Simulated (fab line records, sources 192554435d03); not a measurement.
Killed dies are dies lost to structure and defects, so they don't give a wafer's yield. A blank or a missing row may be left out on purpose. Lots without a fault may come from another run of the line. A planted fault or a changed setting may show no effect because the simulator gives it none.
A struck lot beside a sound one | flow n5_finfet | 21 steps out of a route of 1938
Sound: wafers L917.2, L917.4, L917.6. Struck: wafer L905.5. (L905.2, L905.3 of the same lot were not struck and are left out.) The cause comes at the end.
At each step with rows: each side's tool, then ch and its chambers, then its first start. Under that, the readings that differ: sound wafers | struck wafers | difference of the means | sigmas: that difference in standard deviations of wafers without a fault.
alike: readings whose means differ by less than 2 such deviations, and words and numbers that are the same on both sides. not compared: withheld readings, readings that some wafer has no value for, bounds like >300 that may hide the same value, and numbers for which the record gives no deviation and whose values overlap.
The two part at a step that has a row with sigmas, a row that says differs or no value, or rows on one side only. Numbers that don't overlap but have no deviation are shown without sigmas and don't part them. A reading that every wafer of one side lacks parts them only if that side has two wafers or more.

first, 8 steps without rows for these wafers: N5_BEOL_M9_SPUTTER_48 (material Cu, target thk 12 nm, time 2 s); N5_BEOL_M9_ECD_50 (material Cu, target thk 318 nm); N5_BEOL_M9_ANNEAL_51 (time 90 s); N5_BEOL_M9_CMP_52 (polishes, stops on SiCOH lowk, t overpolish 7 s, target thk 140 nm); N5_BEOL_M9_PRE_CLEAN_55 (time 15 s); N5_BEOL_M9_DEP_56 (deposits SiCN from 3MS/NH3, target thk 15 nm, time 26.5 s); N5_BEOL_M10_ILD_DEP_00 (deposits SiCOH lowk from DEMS/porogen, target thk 308.51 nm, time 58 s); N5_BEOL_M10_CURE_71 (cures SiCOH lowk, time 240 s).
N5_BEOL_M10_PECVD_70: deposits SiO2 from TEOS/O2, target thk 20 nm, time 22.7 s.
  sound on pecvd-04 ch 0,2, day 16 09:13; struck on pecvd-04 ch 2, day 13 06:00
  alike: heater_power_w, showerhead_plenum_p_Torr, showerhead_vpp_V, throttle_valve_pct
then, 9 steps without rows for these wafers: N5_BEOL_M10_HM_DEP_02 (deposits TiN, target thk 20 nm); N5_BEOL_M10_COAT_59 (time 60 s, resist thk 100 nm); N5_BEOL_M10_COAT_60 (time 60 s, resist thk 30 nm); N5_BEOL_M10_COAT_05 (resist thk 90 nm); N5_BEOL_M10_EBR_07; N5_BEOL_M10_SOFTBAKE_06 (time 60 s); N5_BEOL_M10_EXPOSE_08 (exposes mask M10); N5_BEOL_M10_PEB_09 (peb time 60 s); N5_BEOL_M10_DEVELOP_10 (develop time 30 s).
N5_BEOL_M10_INSPECT_13: inspects for defects (brightfield).
  sound on defect_inspect-02, day 16 10:49; struck on defect_inspect-02, day 13 07:11
  reading          | sound       | struck | difference | sigmas
  raw_defect_count | 318 469 564 | 1572   | +1122      | +10
then, 1 step without rows for these wafers: N5_BEOL_M10_DESCUM_16 (chemistry O2, time 7.9 s).
-- the record jumps here: 2 days lie between the struck wafers' starts before and after (it left off in module BEOL_M10 and takes up again in module PASSIVATION, whose first step shown is number 1936 of the route) --
N5_PASSIVATION_PROBE_49:
  the record has rows for the struck wafers here (prober-02, day 15 17:01) and none for the sound ones

WHERE THEY PART
First at N5_BEOL_M10_INSPECT_13; last, within this record, at N5_PASSIVATION_PROBE_49.

WHY: what the simulator had put in
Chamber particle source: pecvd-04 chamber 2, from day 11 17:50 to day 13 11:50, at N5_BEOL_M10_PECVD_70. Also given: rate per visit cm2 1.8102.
